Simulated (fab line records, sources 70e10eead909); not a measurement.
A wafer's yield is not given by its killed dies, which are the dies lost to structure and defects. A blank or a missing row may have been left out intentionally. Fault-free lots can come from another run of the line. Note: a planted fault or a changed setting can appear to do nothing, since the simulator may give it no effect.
Which tool was responsible? || flow nand harc || 12 lots with 36 wafers sampled at 4 steps, on a route of 1302 steps

## WHAT THE GAUGES READ, wafer by wafer
NHARC_P_GATE_CD_MEAS_33.
{"lot": "L204", "measured": "day 5 01:25", "on": "cd sem-03", "cd nm (nm)": "121 121 122"}
{"lot": "L206", "measured": "day 5 21:16", "on": "cd sem-02", "cd nm (nm)": "122 118 121"}
{"lot": "L207", "measured": "day 6 13:30", "on": "cd sem-01", "cd nm (nm)": "123 119 116"}
{"lot": "L209", "measured": "day 7 00:37", "on": "cd sem-03", "cd nm (nm)": "123 116 121"}
{"lot": "L210", "measured": "day 7 20:25", "on": "cd sem-03", "cd nm (nm)": "121 119 115"}
{"lot": "L212", "measured": "day 8 11:02", "on": "cd sem-01", "cd nm (nm)": "121 117 121"}
{"lot": "L213", "measured": "day 9 03:54", "on": "cd sem-01", "cd nm (nm)": "114 123 116"}
{"lot": "L218", "measured": "day 11 07:16", "on": "cd sem-01", "cd nm (nm)": "116 119 122"}
{"lot": "L219", "measured": "day 11 07:58", "on": "cd sem-03", "cd nm (nm)": "122 118 122"}
{"lot": "L221", "measured": "day 12 09:59", "on": "cd sem-03", "cd nm (nm)": "121 121 126"}
{"lot": "L220", "measured": "day 12 10:05", "on": "cd sem-01", "cd nm (nm)": "115 119 120"}
{"lot": "L225", "measured": "day 14 02:26", "on": "cd sem-01", "cd nm (nm)": "117 116 121"}

NHARC_P_GATE_CD_MEAS_46: target cd 720 nm.
{"lot": "L204", "measured": "day 5 12:22", "on": "cd sem-01", "cd nm (nm)": "716.9 715.7 719.9"}
{"lot": "L206", "measured": "day 6 08:16", "on": "cd sem-01", "cd nm (nm)": "721.1 717.9 719.5"}
{"lot": "L207", "measured": "day 7 00:25", "on": "cd sem-01", "cd nm (nm)": "719.1 717.1 718.4"}
{"lot": "L209", "measured": "day 7 11:38", "on": "cd sem-01", "cd nm (nm)": "722.1 718.4 720.7"}
{"lot": "L210", "measured": "day 8 07:20", "on": "cd sem-01", "cd nm (nm)": "719.6 718.6 720.7"}
{"lot": "L212", "measured": "day 8 21:58", "on": "cd sem-01", "cd nm (nm)": "719.2 721.5 722.6"}
{"lot": "L213", "measured": "day 9 14:56", "on": "cd sem-01", "cd nm (nm)": "719.5 716.8 720.2"}
{"lot": "L218", "measured": "day 11 18:12", "on": "cd sem-03", "cd nm (nm)": "717.8 716.6 722.8"}
{"lot": "L219", "measured": "day 11 18:59", "on": "cd sem-03", "cd nm (nm)": "722.9 719.0 722.8"}
{"lot": "L221", "measured": "day 12 20:47", "on": "cd sem-02", "cd nm (nm)": "741.8 721.2 717.3"}
{"lot": "L220", "measured": "day 12 21:13", "on": "cd sem-02", "cd nm (nm)": "718.0 719.3 721.8"}
{"lot": "L225", "measured": "day 14 13:26", "on": "cd sem-02", "cd nm (nm)": "716.9 719.8 720.4"}

## WHICH TOOL RAN EACH LOT (tool, then ch and the chambers of the sampled wafers, then the start)
{"lot": "L204", "NHARC_P_GATE_DESCUM_31": "rie diel-01 ch 2,3, day 5 00:29", "NHARC_P_GATE_EXPOSE_43": "krf scanner-04 ch 0, day 5 12:13"}
{"lot": "L206", "NHARC_P_GATE_DESCUM_31": "rie diel-07 ch 1,2, day 5 20:28", "NHARC_P_GATE_EXPOSE_43": "krf scanner-04 ch 0, day 6 08:06"}
{"lot": "L207", "NHARC_P_GATE_DESCUM_31": "rie diel-07 ch 0,2,3, day 6 12:42", "NHARC_P_GATE_EXPOSE_43": "krf scanner-04 ch 0, day 7 00:16"}
{"lot": "L209", "NHARC_P_GATE_DESCUM_31": "rie diel-07 ch 0,3, day 6 23:48", "NHARC_P_GATE_EXPOSE_43": "krf scanner-03 ch 0, day 7 11:29"}
{"lot": "L210", "NHARC_P_GATE_DESCUM_31": "rie diel-01 ch 1,2, day 7 19:37", "NHARC_P_GATE_EXPOSE_43": "krf scanner-02 ch 0, day 8 07:11"}
{"lot": "L212", "NHARC_P_GATE_DESCUM_31": "rie diel-13 ch 1,2,3, day 8 10:13", "NHARC_P_GATE_EXPOSE_43": "krf scanner-04 ch 0, day 8 21:48"}
{"lot": "L213", "NHARC_P_GATE_DESCUM_31": "rie diel-07 ch 0,2,3, day 9 03:06", "NHARC_P_GATE_EXPOSE_43": "krf scanner-02 ch 0, day 9 14:46"}
{"lot": "L218", "NHARC_P_GATE_DESCUM_31": "rie diel-13 ch 0,1, day 11 06:19", "NHARC_P_GATE_EXPOSE_43": "krf scanner-04 ch 0, day 11 18:03"}
{"lot": "L219", "NHARC_P_GATE_DESCUM_31": "rie diel-01 ch 0,1,3, day 11 07:11", "NHARC_P_GATE_EXPOSE_43": "krf scanner-04 ch 0, day 11 18:50"}
{"lot": "L221", "NHARC_P_GATE_DESCUM_31": "rie diel-01 ch 1,2,3, day 12 09:10", "NHARC_P_GATE_EXPOSE_43": "krf scanner-04 ch 0, day 12 20:37"}
{"lot": "L220", "NHARC_P_GATE_DESCUM_31": "rie diel-13 ch 0,3, day 12 09:17", "NHARC_P_GATE_EXPOSE_43": "krf scanner-03 ch 0, day 12 21:04"}
{"lot": "L225", "NHARC_P_GATE_DESCUM_31": "rie diel-07 ch 0,1,3, day 14 01:38", "NHARC_P_GATE_EXPOSE_43": "krf scanner-03 ch 0, day 14 13:17"}
- NHARC_P_GATE_DESCUM_31: chemistry O2, time 3 s.
- NHARC_P_GATE_EXPOSE_43: exposes mask P NSD, target cd 720 nm.

## WHAT THE TOOLS THEMSELVES READ (means of the sampled wafers that have a number; where no wafer has one, the mark that the record gives instead)
NHARC_P_GATE_DESCUM_31.
{"lot": "L204", "tool": "rie diel-01", "drypump motor current A (A)": 5.9, "oes product au (a.u.)": 1.013, "rf vpp V (V)": 58.0, "showerhead plenum p Torr (Torr)": 1.85, "throttle valve pct (%)": 11.309}
{"lot": "L206", "tool": "rie diel-07", "drypump motor current A (A)": 5.5, "oes product au (a.u.)": 1.000, "rf vpp V (V)": 57.7, "showerhead plenum p Torr (Torr)": 1.86, "throttle valve pct (%)": 11.326}
{"lot": "L207", "tool": "rie diel-07", "drypump motor current A (A)": 5.9, "oes product au (a.u.)": 0.996, "rf vpp V (V)": 57.1, "showerhead plenum p Torr (Torr)": 1.84, "throttle valve pct (%)": 11.309}
{"lot": "L209", "tool": "rie diel-07", "drypump motor current A (A)": 6.2, "oes product au (a.u.)": 0.985, "rf vpp V (V)": 57.7, "showerhead plenum p Torr (Torr)": 1.86, "throttle valve pct (%)": 11.311}
{"lot": "L210", "tool": "rie diel-01", "drypump motor current A (A)": 5.7, "oes product au (a.u.)": 0.990, "rf vpp V (V)": 58.9, "showerhead plenum p Torr (Torr)": 1.93, "throttle valve pct (%)": 11.305}
{"lot": "L212", "tool": "rie diel-13", "drypump motor current A (A)": 5.9, "oes product au (a.u.)": 1.008, "rf vpp V (V)": 57.5, "showerhead plenum p Torr (Torr)": 1.97, "throttle valve pct (%)": 11.301}
{"lot": "L213", "tool": "rie diel-07", "drypump motor current A (A)": 5.9, "oes product au (a.u.)": 0.992, "rf vpp V (V)": 57.6, "showerhead plenum p Torr (Torr)": 1.84, "throttle valve pct (%)": 11.313}
{"lot": "L218", "tool": "rie diel-13", "drypump motor current A (A)": 5.4, "oes product au (a.u.)": 1.003, "rf vpp V (V)": 57.6, "showerhead plenum p Torr (Torr)": 1.94, "throttle valve pct (%)": 11.306}
{"lot": "L219", "tool": "rie diel-01", "drypump motor current A (A)": 5.8, "oes product au (a.u.)": 1.015, "rf vpp V (V)": 58.3, "showerhead plenum p Torr (Torr)": 1.96, "throttle valve pct (%)": 11.310}
{"lot": "L221", "tool": "rie diel-01", "drypump motor current A (A)": 5.6, "oes product au (a.u.)": 1.009, "rf vpp V (V)": 57.8, "showerhead plenum p Torr (Torr)": 1.90, "throttle valve pct (%)": 11.312}
{"lot": "L220", "tool": "rie diel-13", "drypump motor current A (A)": 5.9, "oes product au (a.u.)": 1.014, "rf vpp V (V)": 57.7, "showerhead plenum p Torr (Torr)": 1.89, "throttle valve pct (%)": 11.308}
{"lot": "L225", "tool": "rie diel-07", "drypump motor current A (A)": 5.7, "oes product au (a.u.)": 0.989, "rf vpp V (V)": 58.3, "showerhead plenum p Torr (Torr)": 1.92, "throttle valve pct (%)": 11.308}

NHARC_P_GATE_EXPOSE_43.
{"lot": "L204", "tool": "krf scanner-04", "stage vel mm s (mm/s)": 500.17}
{"lot": "L206", "tool": "krf scanner-04", "stage vel mm s (mm/s)": 499.69}
{"lot": "L207", "tool": "krf scanner-04", "stage vel mm s (mm/s)": 500.12}
{"lot": "L209", "tool": "krf scanner-03", "stage vel mm s (mm/s)": 499.98}
{"lot": "L210", "tool": "krf scanner-02", "stage vel mm s (mm/s)": 500.06}
{"lot": "L212", "tool": "krf scanner-04", "stage vel mm s (mm/s)": 499.97}
{"lot": "L213", "tool": "krf scanner-02", "stage vel mm s (mm/s)": 500.15}
{"lot": "L218", "tool": "krf scanner-04", "stage vel mm s (mm/s)": 500.06}
{"lot": "L219", "tool": "krf scanner-04", "stage vel mm s (mm/s)": 500.18}
{"lot": "L221", "tool": "krf scanner-04", "stage vel mm s (mm/s)": 500.06}
{"lot": "L220", "tool": "krf scanner-03", "stage vel mm s (mm/s)": 500.08}
{"lot": "L225", "tool": "krf scanner-03", "stage vel mm s (mm/s)": 500.26}

## THE ANSWER, worked out from the rows above alone
Rule: the usual values come from the lots themselves. The widest of any qualifying gaps counts: lots, ordered by their means at a reading, are off when they make up no more than a third of the lots, leave a main group of 4 or more, and stand apart from it by 3 or more times the standard deviation of that group's means. The tables above print the reading to a certain number of digits; a main group whose means all agree to those digits is not used. Also off: a lot with no number at a reading for which 4 or more lots have one. The other lots that the step has rows for count as sound. The gauges are gone through in route order, then the tools' own readings, and for those a lot's mean is taken as printed above. The first step at which some lot is off is used, and at that step the reading that is off furthest; a lot without a number counts as furthest.
Off at NHARC_P_GATE_CD_MEAS_46 (cd nm): L221. Main group: mean 719.5 nm, sd 1.1.
A tool fits if, at a process step before that reading, it ran every lot that is off, and no sound lot after the first of them. Gauges at NHARC_P_GATE_CD_MEAS_46: tried the same way as those tools. Undecided on this evidence; 2 tools fit (rie diel-01 at NHARC_P_GATE_DESCUM_31, krf scanner-04 at NHARC_P_GATE_EXPOSE_43).

## WHAT HAD BEEN PUT IN BY THE SIMULATOR
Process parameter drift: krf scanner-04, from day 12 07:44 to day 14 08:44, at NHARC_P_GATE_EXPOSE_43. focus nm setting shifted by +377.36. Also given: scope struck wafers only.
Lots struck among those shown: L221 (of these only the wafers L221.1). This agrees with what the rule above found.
